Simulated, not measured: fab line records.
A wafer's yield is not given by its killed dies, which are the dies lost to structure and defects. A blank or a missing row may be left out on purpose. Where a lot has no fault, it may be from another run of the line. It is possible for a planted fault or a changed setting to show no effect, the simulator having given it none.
What tool caused it? || flow nand harc || 39 wafers from 13 lots sampled at 4 of the route's 1302 steps

== WHAT THE GAUGES SHOWED, per wafer ==
The record holds no reading of a measuring or inspecting step that can be judged against a usual standard deviation.

== WHICH TOOL RAN EACH LOT (tool, then ch and the chambers of the sampled wafers, then the start) ==
{"lot": "L804", "NHARC_A_STAIRCASE_ETCH_188": "rie diel-06 ch 2,3, day 15 22:55 or earlier", "NHARC_A_STAIRCASE_ETCH_192": "rie diel-06 ch 1,3, day 15 22:55 or earlier", "NHARC_A_STAIRCASE_TRIM_198": "rie diel-12 ch 0,1,2, day 15 22:55", "NHARC_A_STAIRCASE_ETCH_201": "rie diel-12 ch 2,3, no start"}
{"lot": "L805", "NHARC_A_STAIRCASE_ETCH_188": "rie diel-10 ch 0,3, day 16 04:27 or earlier", "NHARC_A_STAIRCASE_ETCH_192": "rie diel-10 ch 1,2,3, day 16 04:27 or earlier", "NHARC_A_STAIRCASE_TRIM_198": "rie diel-12 ch 0,1, day 16 04:27", "NHARC_A_STAIRCASE_ETCH_201": "rie diel-12 ch 1,2,3, no start"}
{"lot": "L813", "NHARC_A_STAIRCASE_ETCH_188": "rie diel-10 ch 0,1,3, day 19 15:20 or earlier", "NHARC_A_STAIRCASE_ETCH_192": "rie diel-10 ch 0,2,3, day 19 15:20 or earlier", "NHARC_A_STAIRCASE_TRIM_198": "rie diel-10 ch 0,2,3, day 19 15:20", "NHARC_A_STAIRCASE_ETCH_201": "rie diel-10 ch 1,2,3, no start"}
{"lot": "L818", "NHARC_A_STAIRCASE_ETCH_188": "rie diel-12 ch 0,1,2, day 21 22:43 or earlier", "NHARC_A_STAIRCASE_ETCH_192": "rie diel-12 ch 1,2,3, day 21 22:43 or earlier", "NHARC_A_STAIRCASE_TRIM_198": "rie diel-12 ch 0,2,3, day 21 22:43", "NHARC_A_STAIRCASE_ETCH_201": "rie diel-12 ch 0,2,3, no start"}
{"lot": "L819", "NHARC_A_STAIRCASE_ETCH_188": "rie diel-06 ch 0,1,3, day 22 03:56 or earlier", "NHARC_A_STAIRCASE_ETCH_192": "rie diel-06 ch 0,1,3, day 22 03:56 or earlier", "NHARC_A_STAIRCASE_TRIM_198": "rie diel-12 ch 0,1,2, day 22 03:56", "NHARC_A_STAIRCASE_ETCH_201": "rie diel-12 ch 0,2,3, no start"}
{"lot": "L821", "NHARC_A_STAIRCASE_ETCH_188": "rie diel-12 ch 0,2, day 22 13:39 or earlier", "NHARC_A_STAIRCASE_ETCH_192": "rie diel-12 ch 0,3, day 22 13:39 or earlier", "NHARC_A_STAIRCASE_TRIM_198": "rie diel-12 ch 1,2, day 22 13:39", "NHARC_A_STAIRCASE_ETCH_201": "rie diel-12 ch 0,3, no start"}
{"lot": "L820", "NHARC_A_STAIRCASE_ETCH_188": "rie diel-06 ch 0,1,3, day 22 18:41 or earlier", "NHARC_A_STAIRCASE_ETCH_192": "rie diel-06 ch 0,1,3, day 22 18:41 or earlier", "NHARC_A_STAIRCASE_TRIM_198": "rie diel-06 ch 0,2, day 22 18:41", "NHARC_A_STAIRCASE_ETCH_201": "rie diel-06 ch 0,3, no start"}
{"lot": "L822", "NHARC_A_STAIRCASE_ETCH_188": "rie diel-12 ch 0,3, day 23 04:50 or earlier", "NHARC_A_STAIRCASE_ETCH_192": "rie diel-12 ch 1,2,3, day 23 04:50 or earlier", "NHARC_A_STAIRCASE_TRIM_198": "rie diel-12 ch 1,2, day 23 04:50", "NHARC_A_STAIRCASE_ETCH_201": "rie diel-12 ch 0,3, no start"}
{"lot": "L823", "NHARC_A_STAIRCASE_ETCH_188": "rie diel-06 ch 0,1,3, day 23 05:50 or earlier", "NHARC_A_STAIRCASE_ETCH_192": "rie diel-06 ch 0,2, day 23 05:50 or earlier", "NHARC_A_STAIRCASE_TRIM_198": "rie diel-10 ch 0,2, day 23 05:50", "NHARC_A_STAIRCASE_ETCH_201": "rie diel-10 ch 0,3, no start"}
{"lot": "L824", "NHARC_A_STAIRCASE_ETCH_188": "rie diel-10 ch 1,2,3, day 24 12:17 or earlier", "NHARC_A_STAIRCASE_ETCH_192": "rie diel-10 ch 0,1,2, day 24 12:17 or earlier", "NHARC_A_STAIRCASE_TRIM_198": "rie diel-10 ch 1,2, day 24 12:17", "NHARC_A_STAIRCASE_ETCH_201": "rie diel-10 ch 0,1, no start"}
{"lot": "L825", "NHARC_A_STAIRCASE_ETCH_188": "rie diel-10 ch 0,1,3, day 24 12:56 or earlier", "NHARC_A_STAIRCASE_ETCH_192": "rie diel-10 ch 0,1,3, day 24 12:56 or earlier", "NHARC_A_STAIRCASE_TRIM_198": "rie diel-10 ch 0,1,3, day 24 12:56", "NHARC_A_STAIRCASE_ETCH_201": "rie diel-10 ch 0,1,2, no start"}
{"lot": "L826", "NHARC_A_STAIRCASE_ETCH_188": "rie diel-06 ch 1,2, day 24 21:23 or earlier", "NHARC_A_STAIRCASE_ETCH_192": "rie diel-06 ch 0,2,3, day 24 21:23 or earlier", "NHARC_A_STAIRCASE_TRIM_198": "rie diel-12 ch 1,3, day 24 21:23", "NHARC_A_STAIRCASE_ETCH_201": "rie diel-12 ch 1,2,3, no start"}
{"lot": "L827", "NHARC_A_STAIRCASE_ETCH_188": "rie diel-06 ch 1,2,3, day 25 12:19 or earlier", "NHARC_A_STAIRCASE_ETCH_192": "rie diel-06 ch 0,1, day 25 12:19 or earlier", "NHARC_A_STAIRCASE_TRIM_198": "rie diel-06 ch 0,2, day 25 12:19", "NHARC_A_STAIRCASE_ETCH_201": "rie diel-06 ch 1,2, no start"}
- NHARC_A_STAIRCASE_ETCH_188: etches the open film in C4F8/O2, target depth 100 nm, time 40.5 s.
- NHARC_A_STAIRCASE_ETCH_192: etches the open film in C4F8/O2, target depth 100 nm, time 40.5 s.
- NHARC_A_STAIRCASE_TRIM_198: chemistry O2, time 211.2 s.
- NHARC_A_STAIRCASE_ETCH_201: etches the open film in C4F8/O2, target depth 100 nm, time 40.5 s.

== AS READ BY THE TOOLS THEMSELVES (means over the sampled wafers that have a number; for cases with no such wafer, the mark the record gives instead) ==
NHARC_A_STAIRCASE_ETCH_188.
{"lot": "L804", "tool": "rie diel-06", "oes product au (a.u.)": 0.964, "rf vpp V (V)": 896}
{"lot": "L805", "tool": "rie diel-10", "oes product au (a.u.)": 0.961, "rf vpp V (V)": 895}
{"lot": "L813", "tool": "rie diel-10", "oes product au (a.u.)": 0.965, "rf vpp V (V)": 892}
{"lot": "L818", "tool": "rie diel-12", "oes product au (a.u.)": 0.948, "rf vpp V (V)": 894}
{"lot": "L819", "tool": "rie diel-06", "oes product au (a.u.)": 0.942, "rf vpp V (V)": 892}
{"lot": "L821", "tool": "rie diel-12", "oes product au (a.u.)": 0.943, "rf vpp V (V)": 893}
{"lot": "L820", "tool": "rie diel-06", "oes product au (a.u.)": 0.937, "rf vpp V (V)": 893}
{"lot": "L822", "tool": "rie diel-12", "oes product au (a.u.)": 0.946, "rf vpp V (V)": 895}
{"lot": "L823", "tool": "rie diel-06", "oes product au (a.u.)": 0.957, "rf vpp V (V)": 893}
{"lot": "L824", "tool": "rie diel-10", "oes product au (a.u.)": 0.946, "rf vpp V (V)": 898}
{"lot": "L825", "tool": "rie diel-10", "oes product au (a.u.)": 0.926, "rf vpp V (V)": 893}
{"lot": "L826", "tool": "rie diel-06", "oes product au (a.u.)": 0.961, "rf vpp V (V)": 893}
{"lot": "L827", "tool": "rie diel-06", "oes product au (a.u.)": 0.955, "rf vpp V (V)": 892}

NHARC_A_STAIRCASE_ETCH_192.
{"lot": "L804", "tool": "rie diel-06", "oes product au (a.u.)": 0.963, "rf vpp V (V)": 891}
{"lot": "L805", "tool": "rie diel-10", "oes product au (a.u.)": 0.953, "rf vpp V (V)": 898}
{"lot": "L813", "tool": "rie diel-10", "oes product au (a.u.)": 0.946, "rf vpp V (V)": 896}
{"lot": "L818", "tool": "rie diel-12", "oes product au (a.u.)": 0.950, "rf vpp V (V)": 895}
{"lot": "L819", "tool": "rie diel-06", "oes product au (a.u.)": 0.952, "rf vpp V (V)": 892}
{"lot": "L821", "tool": "rie diel-12", "oes product au (a.u.)": 0.956, "rf vpp V (V)": 895}
{"lot": "L820", "tool": "rie diel-06", "oes product au (a.u.)": 0.951, "rf vpp V (V)": 894}
{"lot": "L822", "tool": "rie diel-12", "oes product au (a.u.)": 0.936, "rf vpp V (V)": 895}
{"lot": "L823", "tool": "rie diel-06", "oes product au (a.u.)": 0.943, "rf vpp V (V)": 897}
{"lot": "L824", "tool": "rie diel-10", "oes product au (a.u.)": 0.932, "rf vpp V (V)": 894}
{"lot": "L825", "tool": "rie diel-10", "oes product au (a.u.)": 0.955, "rf vpp V (V)": 892}
{"lot": "L826", "tool": "rie diel-06", "oes product au (a.u.)": 0.954, "rf vpp V (V)": 896}
{"lot": "L827", "tool": "rie diel-06", "oes product au (a.u.)": 0.938, "rf vpp V (V)": 894}

NHARC_A_STAIRCASE_TRIM_198.
{"lot": "L804", "tool": "rie diel-12", "drypump motor current A (A)": 5.9, "oes product au (a.u.)": 0.998, "rf vpp V (V)": 57.3, "showerhead plenum p Torr (Torr)": 3.50, "throttle valve pct (%)": 17.035}
{"lot": "L805", "tool": "rie diel-12", "drypump motor current A (A)": 6.0, "oes product au (a.u.)": 0.992, "rf vpp V (V)": 58.0, "showerhead plenum p Torr (Torr)": 3.47, "throttle valve pct (%)": 17.027}
{"lot": "L813", "tool": "rie diel-10", "drypump motor current A (A)": 5.5, "oes product au (a.u.)": 0.936, "rf vpp V (V)": 57.8, "showerhead plenum p Torr (Torr)": 3.51, "throttle valve pct (%)": 17.036}
{"lot": "L818", "tool": "rie diel-12", "drypump motor current A (A)": 6.0, "oes product au (a.u.)": 1.011, "rf vpp V (V)": 57.1, "showerhead plenum p Torr (Torr)": 3.49, "throttle valve pct (%)": 17.046}
{"lot": "L819", "tool": "rie diel-12", "drypump motor current A (A)": 5.9, "oes product au (a.u.)": 1.004, "rf vpp V (V)": 57.7, "showerhead plenum p Torr (Torr)": 3.47, "throttle valve pct (%)": 17.040}
{"lot": "L821", "tool": "rie diel-12", "drypump motor current A (A)": 5.9, "oes product au (a.u.)": 1.004, "rf vpp V (V)": 57.7, "showerhead plenum p Torr (Torr)": 3.49, "throttle valve pct (%)": 17.036}
{"lot": "L820", "tool": "rie diel-06", "drypump motor current A (A)": 5.2, "oes product au (a.u.)": 1.005, "rf vpp V (V)": 58.5, "showerhead plenum p Torr (Torr)": 3.56, "throttle valve pct (%)": 17.037}
{"lot": "L822", "tool": "rie diel-12", "drypump motor current A (A)": 5.8, "oes product au (a.u.)": 0.990, "rf vpp V (V)": 57.7, "showerhead plenum p Torr (Torr)": 3.49, "throttle valve pct (%)": 17.041}
{"lot": "L823", "tool": "rie diel-10", "drypump motor current A (A)": 5.8, "oes product au (a.u.)": 0.993, "rf vpp V (V)": 57.4, "showerhead plenum p Torr (Torr)": 3.51, "throttle valve pct (%)": 17.033}
{"lot": "L824", "tool": "rie diel-10", "drypump motor current A (A)": 6.3, "oes product au (a.u.)": 0.997, "rf vpp V (V)": 57.0, "showerhead plenum p Torr (Torr)": 3.53, "throttle valve pct (%)": 17.034}
{"lot": "L825", "tool": "rie diel-10", "drypump motor current A (A)": 5.7, "oes product au (a.u.)": 1.004, "rf vpp V (V)": 58.1, "showerhead plenum p Torr (Torr)": 3.44, "throttle valve pct (%)": 17.031}
{"lot": "L826", "tool": "rie diel-12", "drypump motor current A (A)": 6.0, "oes product au (a.u.)": 0.995, "rf vpp V (V)": 57.5, "showerhead plenum p Torr (Torr)": 3.52, "throttle valve pct (%)": 17.036}
{"lot": "L827", "tool": "rie diel-06", "drypump motor current A (A)": 5.2, "oes product au (a.u.)": 1.006, "rf vpp V (V)": 58.8, "showerhead plenum p Torr (Torr)": 3.55, "throttle valve pct (%)": 17.031}

NHARC_A_STAIRCASE_ETCH_201.
{"lot": "L804", "tool": "rie diel-12", "oes product au (a.u.)": 0.948, "rf vpp V (V)": 898}
{"lot": "L805", "tool": "rie diel-12", "oes product au (a.u.)": 0.950, "rf vpp V (V)": 896}
{"lot": "L813", "tool": "rie diel-10", "oes product au (a.u.)": 0.934, "rf vpp V (V)": 899}
{"lot": "L818", "tool": "rie diel-12", "oes product au (a.u.)": 0.948, "rf vpp V (V)": 895}
{"lot": "L819", "tool": "rie diel-12", "oes product au (a.u.)": 0.951, "rf vpp V (V)": 895}
{"lot": "L821", "tool": "rie diel-12", "oes product au (a.u.)": 0.938, "rf vpp V (V)": 892}
{"lot": "L820", "tool": "rie diel-06", "oes product au (a.u.)": 0.952, "rf vpp V (V)": 894}
{"lot": "L822", "tool": "rie diel-12", "oes product au (a.u.)": 0.960, "rf vpp V (V)": 893}
{"lot": "L823", "tool": "rie diel-10", "oes product au (a.u.)": 0.954, "rf vpp V (V)": 895}
{"lot": "L824", "tool": "rie diel-10", "oes product au (a.u.)": 0.939, "rf vpp V (V)": 891}
{"lot": "L825", "tool": "rie diel-10", "oes product au (a.u.)": 0.940, "rf vpp V (V)": 892}
{"lot": "L826", "tool": "rie diel-12", "oes product au (a.u.)": 0.940, "rf vpp V (V)": 895}
{"lot": "L827", "tool": "rie diel-06", "oes product au (a.u.)": 0.940, "rf vpp V (V)": 891}

== THE ANSWER, worked out from the rows above alone ==
Rule: the usual values come from the lots themselves. Put in order of their means at a reading, lots are off if they are a third of the lots or fewer, leave a main group of 4 or more, and stand apart from it by a gap of 3 or more times the standard deviation of the main group's means; of several such gaps the widest counts. A main group is skipped when, at the precision printed for the reading in the tables above, its means are all equal. Also off: a lot with no number at a reading for which 4 or more lots have one. All remaining lots with rows at the step are treated as sound. The gauges are gone through in route order, then the tools' own readings, and for those a lot's mean is taken as printed above. At the first step where some lot is off, the reading lying furthest off is the one used; lots without a number count as furthest.
Off: L813, at NHARC_A_STAIRCASE_TRIM_198 (oes product au). Main group: mean 1.000 a.u., sd 0.0063.
A tool fits if, at that step or a process step before it, it ran every lot that is off, and no sound lot after the first of them. With no start given for some of its lots, NHARC_A_STAIRCASE_ETCH_188 uses the hours and lot order of NHARC_A_STAIRCASE_TRIM_198. With no start given for some of its lots, NHARC_A_STAIRCASE_ETCH_192 uses the hours and lot order of NHARC_A_STAIRCASE_TRIM_198. None of those tried fits.

== WHAT HAD BEEN PUT IN BY THE SIMULATOR ==
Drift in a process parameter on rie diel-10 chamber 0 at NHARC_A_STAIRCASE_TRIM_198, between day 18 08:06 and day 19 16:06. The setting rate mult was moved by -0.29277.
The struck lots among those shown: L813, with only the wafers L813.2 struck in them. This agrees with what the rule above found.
